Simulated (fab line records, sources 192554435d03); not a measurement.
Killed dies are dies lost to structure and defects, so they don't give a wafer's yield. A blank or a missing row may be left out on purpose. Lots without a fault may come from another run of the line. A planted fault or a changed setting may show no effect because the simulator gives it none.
Chamber matching | flow n5_finfet | N5_BEOL_M6_ALD_77 on ald_metal-01: 4 sister chambers
The step deposits TaN, target thk 2 nm, pulse time 2 s, purge time 3 s. 14 wafers are shown with their chamber, then 7 later ones without.

WAFERS WITH THEIR CHAMBER
wafer  | chamber | heater_power_w (W) | mfc_carrier_sccm (sccm) | precursor_vessel_temp_c (C)
L078.1 | 3       | 455                | 1496                    | 74.89
L078.3 | 1       | 350                | 1502                    | 74.83
L078.6 | 0       | 405                | 1490                    | 75.07
L080.1 | 0       | 407                | 1489                    | 75.03
L080.2 | 3       | 457                | 1507                    | 75.12
L080.4 | 2       | 473                | 1498                    | 75.16
L081.1 | 3       | 451                | 1505                    | 74.83
L081.2 | 1       | 357                | 1507                    | 74.88
L081.3 | 2       | 480                | 1499                    | 75.04
L082.1 | 3       | 451                | 1495                    | 75.10
L082.2 | 2       | 467                | 1498                    | 74.89
L082.6 | 0       | 415                | 1498                    | 75.10
L090.1 | 3       | 455                | 1505                    | 75.07
L090.3 | 1       | 346                | 1499                    | 74.91

SIGNATURES (means of the wafers above)
reading                 | chamber 0 | chamber 1 | chamber 2 | chamber 3 | scatter within a chamber
heater_power_w          | 409.00    | 351.00    | 473.33    | 453.80    | 4.81
mfc_carrier_sccm        | 1492.33   | 1502.67   | 1498.33   | 1501.60   | 4.57
precursor_vessel_temp_c | 75.0667   | 74.8733   | 75.0300   | 75.0020   | 0.106
Rule: a wafer's distance from a chamber is the root of the sum, over the readings, of the square of ((its reading less the chamber's mean) divided by the reading's scatter). The wafer belongs to the nearest chamber; if the next one is less than 2 further off, it can't be placed. The scatter: the root of (the sum of the squares of (reading less its chamber's mean) over the shown wafers, divided by (wafers less chambers)).

WAFERS WITHOUT THEIR CHAMBER
wafer  | heater_power_w (W) | mfc_carrier_sccm (sccm) | precursor_vessel_temp_c (C)
L090.5 | 340                | 1492                    | 75.00
L092.1 | 445                | 1502                    | 75.16
L092.2 | 351                | 1499                    | 74.98
L092.5 | 458                | 1510                    | 75.14
L095.1 | 453                | 1501                    | 74.96
L095.3 | 470                | 1495                    | 75.10
L095.4 | 356                | 1498                    | 74.84

WHICH CHAMBER EACH WENT THROUGH
wafer  | from the rows above     | in truth
L090.5 | 1                       | 1
L092.1 | 3                       | 3
L092.2 | 1                       | 1
L092.5 | can't be placed: 3 or 2 | 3
L095.1 | 3                       | 3
L095.3 | 2                       | 2
L095.4 | 1                       | 1
Placed correctly: 6 of 7. Can't be placed from these rows: 1 (the true chamber is among the candidates in 1). Placed wrongly: 0.
